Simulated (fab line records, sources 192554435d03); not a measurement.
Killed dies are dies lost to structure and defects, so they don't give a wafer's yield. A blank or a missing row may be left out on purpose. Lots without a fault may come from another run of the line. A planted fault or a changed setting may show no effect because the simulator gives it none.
Chamber matching | flow n5_finfet | N5_BEOL_M14_ETCH_68 on rie_diel-06: 4 sister chambers
The step etches SOC in N2/H2, time 450 s. 4 wafers are shown with their chamber, then 8 later ones without.

WAFERS WITH THEIR CHAMBER
wafer  | chamber | showerhead_plenum_p_Torr (Torr)
L081.2 | 3       | 2.68
L086.1 | 2       | 2.40
L086.2 | 0       | 2.50
L088.1 | 1       | 2.69

WAFERS WITHOUT THEIR CHAMBER
wafer  | showerhead_plenum_p_Torr (Torr)
L088.4 | 2.68
L088.6 | 2.69
L095.2 | 2.66
L095.3 | 2.48
L095.4 | 2.68
L097.2 | 2.48
L097.3 | 2.66
L097.4 | 2.71

WHICH CHAMBER EACH WENT THROUGH
wafer  | from the rows above     | in truth
L088.4 | can't be placed: 3 or 1 | 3
L088.6 | can't be placed: 1 or 3 | 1
L095.2 | can't be placed: 3 or 1 | 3
L095.3 | 0                       | 0
L095.4 | can't be placed: 3 or 1 | 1
L097.2 | 0                       | 0
L097.3 | can't be placed: 3 or 1 | 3
L097.4 | can't be placed: 1 or 3 | 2
Placed correctly: 2 of 8. Can't be placed from these rows: 6 (the true chamber is among the candidates in 5). Placed wrongly: 0.
How it was worked out, from the rows above alone: a wafer's distance from a chamber is the root of the sum, over the readings, of the square of ((its reading less the chamber's mean) divided by the reading's scatter). The wafer belongs to the nearest chamber; if the next one is less than 2 further off, it can't be placed. A chamber's mean is the mean of its shown wafers. The scatter: with one shown wafer a chamber, the root of the mean of the squares of how far each hidden wafer lies from its nearest shown one.
